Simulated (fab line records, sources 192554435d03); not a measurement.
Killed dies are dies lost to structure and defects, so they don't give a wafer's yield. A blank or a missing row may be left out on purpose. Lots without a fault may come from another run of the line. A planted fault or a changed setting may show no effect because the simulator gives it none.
Chamber matching | flow n5_finfet | N5_BEOL_M5_ETCH_67 on rie_diel-03: 4 sister chambers
The step etches SiARC in CF4, target depth 15.6 nm, time 26 s. 7 wafers are shown with their chamber, then 11 later ones without.

WAFERS WITH THEIR CHAMBER
wafer  | chamber | drypump_motor_current_A (A) | showerhead_plenum_p_Torr (Torr)
L089.4 | 1       | 5.0                         | 2.26
L089.5 | 3       | 6.5                         | 2.02
L089.6 | 2       | 5.3                         | 2.07
L093.2 | 2       | 5.2                         | 2.06
L093.3 | 1       | 5.0                         | 2.26
L093.4 | 3       | 6.5                         | 2.28
L092.1 | 0       | 5.9                         | 2.22

WAFERS WITHOUT THEIR CHAMBER
wafer  | drypump_motor_current_A (A) | showerhead_plenum_p_Torr (Torr)
L092.2 | 5.0                         | 2.25
L092.3 | 5.3                         | 2.06
L092.4 | 6.5                         | 2.28
L092.5 | 6.5                         | 2.28
L092.6 | 5.9                         | 2.22
L095.2 | 6.5                         | 2.28
L095.5 | 5.9                         | 2.22
L095.6 | 5.0                         | 2.25
L094.3 | 5.2                         | 2.06
L094.4 | 6.5                         | 2.28
L094.6 | 6.5                         | 2.28

WHICH CHAMBER EACH WENT THROUGH
wafer  | from the rows above | in truth
L092.2 | 1                   | 1
L092.3 | 2                   | 2
L092.4 | 3                   | 3
L092.5 | 3                   | 3
L092.6 | 0                   | 0
L095.2 | 3                   | 3
L095.5 | 0                   | 0
L095.6 | 1                   | 1
L094.3 | 2                   | 2
L094.4 | 3                   | 3
L094.6 | 3                   | 3
Placed correctly: 11 of 11. Can't be placed from these rows: 0. Placed wrongly: 0.
How it was worked out, from the rows above alone: a wafer's distance from a chamber is the root of the sum, over the readings, of the square of ((its reading less the chamber's mean) divided by the reading's scatter). The wafer belongs to the nearest chamber; if the next one is less than 2 further off, it can't be placed. A chamber's mean is the mean of its shown wafers. The scatter: the root of (the sum of the squares of (reading less its chamber's mean) over the shown wafers, divided by (wafers less chambers)).
